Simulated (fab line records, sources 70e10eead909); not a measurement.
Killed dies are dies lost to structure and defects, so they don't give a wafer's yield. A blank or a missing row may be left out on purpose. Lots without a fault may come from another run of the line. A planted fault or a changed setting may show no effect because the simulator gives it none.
Chamber matching | flow nand_harc | NHARC_A_STAIRCASE_CMP_152 on cmp-01: 4 sister chambers
The step polishes. 8 wafers are shown with their chamber, then 10 later ones without.

WAFERS WITH THEIR CHAMBER
wafer  | chamber | motor_current_A (A) | slurry_filter_dp_kPa (kPa)
L084.5 | 0       | 13.6                | 13.50
L083.2 | 0       | 12.8                | 13.49
L083.6 | 3       | 9.5                 | 13.38
L083.1 | 3       | 9.9                 | 13.74
L083.3 | 1       | 12.9                | 13.61
L083.5 | 2       | 12.7                | 13.56
L089.1 | 2       | 12.5                | 13.35
L089.4 | 1       | 12.4                | 13.16

WAFERS WITHOUT THEIR CHAMBER
wafer  | motor_current_A (A) | slurry_filter_dp_kPa (kPa)
L089.6 | 10.0                | 13.60
L090.1 | 9.9                 | 13.44
L090.5 | 12.0                | 13.44
L090.6 | 9.6                 | 13.45
L095.2 | 13.6                | 13.52
L095.3 | 12.1                | 13.67
L095.6 | 13.4                | 13.28
L096.2 | 10.1                | 13.43
L096.4 | 12.7                | 13.49
L096.5 | 13.1                | 13.53

WHICH CHAMBER EACH WENT THROUGH
wafer  | from the rows above          | in truth
L089.6 | 3                            | 3
L090.1 | 3                            | 3
L090.5 | can't be placed: 2 or 1 or 0 | 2
L090.6 | 3                            | 3
L095.2 | can't be placed: 0 or 1 or 2 | 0
L095.3 | can't be placed: 2 or 1 or 0 | 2
L095.6 | can't be placed: 0 or 1 or 2 | 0
L096.2 | 3                            | 3
L096.4 | can't be placed: 2 or 1 or 0 | 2
L096.5 | can't be placed: 0 or 1 or 2 | 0
Placed correctly: 4 of 10. Can't be placed from these rows: 6 (the true chamber is among the candidates in 6). Placed wrongly: 0.
How it was worked out, from the rows above alone: a wafer's distance from a chamber is the root of the sum, over the readings, of the square of ((its reading less the chamber's mean) divided by the reading's scatter). The wafer belongs to the nearest chamber; if the next one is less than 2 further off, it can't be placed. A chamber's mean is the mean of its shown wafers. The scatter: the root of (the sum of the squares of (reading less its chamber's mean) over the shown wafers, divided by (wafers less chambers)).
